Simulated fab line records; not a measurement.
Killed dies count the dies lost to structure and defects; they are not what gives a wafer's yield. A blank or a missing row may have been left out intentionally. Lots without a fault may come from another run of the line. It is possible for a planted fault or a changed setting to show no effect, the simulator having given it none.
Chamber matching | flow nandHarc | NHARC_A_SGD_CUT_CMP_21 on cmp-04 has 4 sister chambers
The step polishes, target thk 148.19 nm. 8 wafers are shown with their chamber, then 7 later ones without.

== WAFERS WITH THEIR CHAMBER ==
wafer  | chamber | motorCurrentA (A) | retainingRingPressureFrac
L168.3 | 2       | 13.6              | 0.995
L168.4 | 0       | 12.0              | 0.996
L168.6 | 1       | 11.0              | 1.008
L173.2 | 2       | 14.8              | 1.000
L173.4 | 3       | 13.9              | 0.993
L173.6 | 0       | 11.8              | 1.000
L175.2 | 1       | 11.1              | 1.003
L175.5 | 3       | 12.8              | 1.002

== WAFERS WITHOUT THEIR CHAMBER ==
wafer  | motorCurrentA (A) | retainingRingPressureFrac
L175.6 | 14.5              | 1.008
L177.1 | 12.0              | 0.994
L177.4 | 14.7              | 1.000
L177.5 | 12.0              | 1.000
L180.3 | 10.3              | 0.984
L180.4 | 14.1              | 1.004
L180.6 | 11.6              | 0.989

== WHICH CHAMBER EACH ONE RAN IN ==
wafer  | from the rows above          | in truth
L175.6 | can't be placed: 2 or 3      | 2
L177.1 | can't be placed: 0 or 3      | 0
L177.4 | can't be placed: 2 or 3      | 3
L177.5 | can't be placed: 0 or 1 or 3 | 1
L180.3 | can't be placed: 0 or 1 or 3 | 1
L180.4 | can't be placed: 2 or 3      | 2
L180.6 | can't be placed: 0 or 3 or 1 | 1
0 of 7 placed correctly. Unplaceable from these rows: 7, with the true chamber sitting among the candidates in 7. Placed wrongly: 0.
How it was worked out, from the rows above alone: a wafer's distance from a chamber is the root of the sum, over the readings, of the square of ((its reading less the chamber's mean) divided by the reading's scatter). If the next closest chamber is less than 2 further off than the closest, the wafer can't be placed; otherwise it belongs to the closest. For every chamber, the mean is computed from those of its wafers that are shown. How the scatter is found: for the shown wafers, subtract from each reading the mean of its chamber, square and add these, divide the total by (wafers less chambers), then take the root.
